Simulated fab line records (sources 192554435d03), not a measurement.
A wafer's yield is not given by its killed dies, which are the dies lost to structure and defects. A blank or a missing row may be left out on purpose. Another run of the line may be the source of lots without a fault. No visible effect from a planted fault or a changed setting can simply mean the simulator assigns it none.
Split-lot study || flow n5Finfet || 21 wafers read from 7 lots, route of 1938 steps

## ON THE SPLIT
At N5_BEOL_M1_EXPOSE_25 (exposes mask V0, defocus 5 nm, target cd 24 nm), the setting doseMj was moved away from the recipe's 63 on 8 of the 21 wafers read, by -3.9% to +3.9%. For the rest of the wafers, this setting stayed at what the recipe calls for.

## FROM THE SPLIT TO THE READING: what the file shows between them, 3 steps
- N5_BEOL_M1_ETCH_70: etches SOC in N2/H2, target depth 80 nm, overetch 16 nm, time 120 s (also split here: biasW)
- N5_BEOL_M1_STRIP_71: strips in N2/H2
- N5_BEOL_M1_STRIP_78: strips in N2/H2

## THE READING
BEOL_M1.cdNm (the simulator's own value, which no gauge read), in nm, at N5_BEOL_M1_VIA_ETCH_34 (etches the open film in C4F6/O2, target depth 67.8 nm, time 64.4 s). The file does not state a usual value for it. The 13 wafers here that ran the recipe average 18.0 nm, standard deviation 0.21 nm.

{"wafer": "L074.1", "tool, chamber at the split": "euvScanner-01, 0", "doseMj as run": 63, "against the recipe": "recipe", "BEOL_M1.cdNm, nm": 18, "against lot-mates on the recipe": "-"}
{"wafer": "L074.6", "tool, chamber at the split": "euvScanner-01, 0", "doseMj as run": 63, "against the recipe": "recipe", "BEOL_M1.cdNm, nm": 18, "against lot-mates on the recipe": "-"}
{"wafer": "L074.3", "tool, chamber at the split": "euvScanner-01, 0", "doseMj as run": 60.54, "against the recipe": "-3.9%", "BEOL_M1.cdNm, nm": 17.2, "against lot-mates on the recipe": -0.8}
{"wafer": "L080.2", "tool, chamber at the split": "euvScanner-01, 0", "doseMj as run": 63, "against the recipe": "recipe", "BEOL_M1.cdNm, nm": 18, "against lot-mates on the recipe": "-"}
{"wafer": "L080.3", "tool, chamber at the split": "euvScanner-01, 0", "doseMj as run": 63, "against the recipe": "recipe", "BEOL_M1.cdNm, nm": 17.6, "against lot-mates on the recipe": "-"}
{"wafer": "L080.5", "tool, chamber at the split": "euvScanner-01, 0", "doseMj as run": 63, "against the recipe": "recipe", "BEOL_M1.cdNm, nm": 17.8, "against lot-mates on the recipe": "-"}
{"wafer": "L089.2", "tool, chamber at the split": "euvScanner-01, 0", "doseMj as run": 63, "against the recipe": "recipe", "BEOL_M1.cdNm, nm": 18, "against lot-mates on the recipe": "-"}
{"wafer": "L089.4", "tool, chamber at the split": "euvScanner-01, 0", "doseMj as run": 63, "against the recipe": "recipe", "BEOL_M1.cdNm, nm": 18.4, "against lot-mates on the recipe": "-"}
{"wafer": "L089.6", "tool, chamber at the split": "euvScanner-01, 0", "doseMj as run": 63, "against the recipe": "recipe", "BEOL_M1.cdNm, nm": 18.2, "against lot-mates on the recipe": "-"}
{"wafer": "L091.3", "tool, chamber at the split": "euvScanner-02, 0", "doseMj as run": 65.2, "against the recipe": "+3.5%", "BEOL_M1.cdNm, nm": 19, "against lot-mates on the recipe": "+0.8"}
{"wafer": "L091.4", "tool, chamber at the split": "euvScanner-02, 0", "doseMj as run": 63, "against the recipe": "recipe", "BEOL_M1.cdNm, nm": 18.2, "against lot-mates on the recipe": "-"}
{"wafer": "L091.5", "tool, chamber at the split": "euvScanner-02, 0", "doseMj as run": 65.2, "against the recipe": "+3.5%", "BEOL_M1.cdNm, nm": 18.6, "against lot-mates on the recipe": "+0.4"}
{"wafer": "L092.3", "tool, chamber at the split": "euvScanner-01, 0", "doseMj as run": 63, "against the recipe": "recipe", "BEOL_M1.cdNm, nm": 18, "against lot-mates on the recipe": "-"}
{"wafer": "L092.6", "tool, chamber at the split": "euvScanner-01, 0", "doseMj as run": 63, "against the recipe": "recipe", "BEOL_M1.cdNm, nm": 18, "against lot-mates on the recipe": "-"}
{"wafer": "L092.4", "tool, chamber at the split": "euvScanner-01, 0", "doseMj as run": 60.81, "against the recipe": "-3.5%", "BEOL_M1.cdNm, nm": 17, "against lot-mates on the recipe": -1.0}
{"wafer": "L093.1", "tool, chamber at the split": "euvScanner-01, 0", "doseMj as run": 65.43, "against the recipe": "+3.9%", "BEOL_M1.cdNm, nm": 19, "against lot-mates on the recipe": "+0.6"}
{"wafer": "L093.4", "tool, chamber at the split": "euvScanner-01, 0", "doseMj as run": 65.43, "against the recipe": "+3.9%", "BEOL_M1.cdNm, nm": 18.8, "against lot-mates on the recipe": "+0.4"}
{"wafer": "L093.5", "tool, chamber at the split": "euvScanner-01, 0", "doseMj as run": 63, "against the recipe": "recipe", "BEOL_M1.cdNm, nm": 18.4, "against lot-mates on the recipe": "-"}
{"wafer": "L097.1", "tool, chamber at the split": "euvScanner-01, 0", "doseMj as run": 63, "against the recipe": "recipe", "BEOL_M1.cdNm, nm": 18, "against lot-mates on the recipe": "-"}
{"wafer": "L097.4", "tool, chamber at the split": "euvScanner-01, 0", "doseMj as run": 60.79, "against the recipe": "-3.5%", "BEOL_M1.cdNm, nm": 17.2, "against lot-mates on the recipe": -0.8}
{"wafer": "L097.5", "tool, chamber at the split": "euvScanner-01, 0", "doseMj as run": 60.79, "against the recipe": "-3.5%", "BEOL_M1.cdNm, nm": 17.4, "against lot-mates on the recipe": -0.6}

FIT RESULTS
A straight line over all 21 wafers: BEOL_M1.cdNm changes by +0.227 nm for each +1% of doseMj; r = +0.94; the points scatter about the line by 0.2 nm.
The same after taking each lot's own level away (the mean of its wafers on the recipe; 21 wafers): +0.185 nm for each +1%; r = +0.94; scatter 0.16 nm.
On that fit, the largest move of doseMj shifts the reading by 0.72 nm.
The span of the lots' own levels, 17.80 to 18.40 nm, comes to 2.9 times the standard deviation stated above.
Thus the slope moves with the lot-to-lot level: the two fits are different.
Check: for one of the wafers moved furthest among these (-3.9%), held out of the fit, the line's prediction against its lot-mates is -0.764 nm. Against them it came out at -0.8 nm.

## ADDITIONAL SPLITS CARRIED BY THESE WAFERS
Before the reading, these wafers also passed through other splits. Each is held against what the fit with the lots' levels taken away leaves over:
{"other split on the same wafers": "N5_GATE_CUT_DESCUM_18 timeS", "wafers away from the commonest value": 8, "r with BEOL_M1.cdNm (lot level and that fit taken away)": -0.09}
{"other split on the same wafers": "N5_MOL_CONTACT_COAG_ETCH_15 sourceW", "wafers away from the commonest value": 8, "r with BEOL_M1.cdNm (lot level and that fit taken away)": "+0.07"}
{"other split on the same wafers": "N5_MOL_CONTACT_COAG_EXPOSE_37 doseMj", "wafers away from the commonest value": 6, "r with BEOL_M1.cdNm (lot level and that fit taken away)": "+0.05"}
{"other split on the same wafers": "N5_MOL_CONTACT_COAG_DESCUM_45 timeS", "wafers away from the commonest value": 9, "r with BEOL_M1.cdNm (lot level and that fit taken away)": -0.28}
{"other split on the same wafers": "N5_BEOL_M1_ETCH_70 biasW", "wafers away from the commonest value": 11, "r with BEOL_M1.cdNm (lot level and that fit taken away)": "+0.11"}

## FILE'S OWN FIT
BEOL_M1.cdNm changes by +0.196 nm for each +1% of doseMj, r = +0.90.
